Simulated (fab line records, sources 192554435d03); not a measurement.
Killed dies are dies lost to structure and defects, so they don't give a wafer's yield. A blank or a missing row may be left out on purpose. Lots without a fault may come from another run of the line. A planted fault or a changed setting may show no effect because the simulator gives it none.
Chamber matching | flow n5_finfet | N5_FIN_SAQP_STRIP_77 on rie_diel-06: 4 sister chambers
The step strips in N2/H2, time 90 s. 8 wafers are shown with their chamber, then 9 later ones without.

WAFERS WITH THEIR CHAMBER
wafer  | chamber | showerhead_plenum_p_Torr (Torr) | drypump_motor_current_A (A)
L084.6 | 1       | 3.24                            | 4.8
L089.1 | 1       | 3.23                            | 4.9
L089.4 | 0       | 3.31                            | 6.3
L089.5 | 3       | 3.43                            | 6.6
L089.6 | 2       | 3.28                            | 5.4
L090.3 | 3       | 3.43                            | 6.6
L090.4 | 0       | 3.31                            | 6.3
L090.5 | 2       | 3.28                            | 5.4

WAFERS WITHOUT THEIR CHAMBER
wafer  | showerhead_plenum_p_Torr (Torr) | drypump_motor_current_A (A)
L091.1 | 3.30                            | 6.2
L091.2 | 3.28                            | 5.4
L091.3 | 3.43                            | 6.6
L094.1 | 3.30                            | 6.3
L094.5 | 3.42                            | 6.6
L094.6 | 3.30                            | 6.3
L096.1 | 3.30                            | 6.2
L096.2 | 3.42                            | 6.6
L096.4 | 3.22                            | 4.8

WHICH CHAMBER EACH WENT THROUGH
wafer  | from the rows above | in truth
L091.1 | 0                   | 0
L091.2 | 2                   | 2
L091.3 | 3                   | 3
L094.1 | 0                   | 0
L094.5 | 3                   | 3
L094.6 | 0                   | 0
L096.1 | 0                   | 0
L096.2 | 3                   | 3
L096.4 | 1                   | 1
Placed correctly: 9 of 9. Can't be placed from these rows: 0. Placed wrongly: 0.
How it was worked out, from the rows above alone: a wafer's distance from a chamber is the root of the sum, over the readings, of the square of ((its reading less the chamber's mean) divided by the reading's scatter). The wafer belongs to the nearest chamber; if the next one is less than 2 further off, it can't be placed. A chamber's mean is the mean of its shown wafers. The scatter: the root of (the sum of the squares of (reading less its chamber's mean) over the shown wafers, divided by (wafers less chambers)).
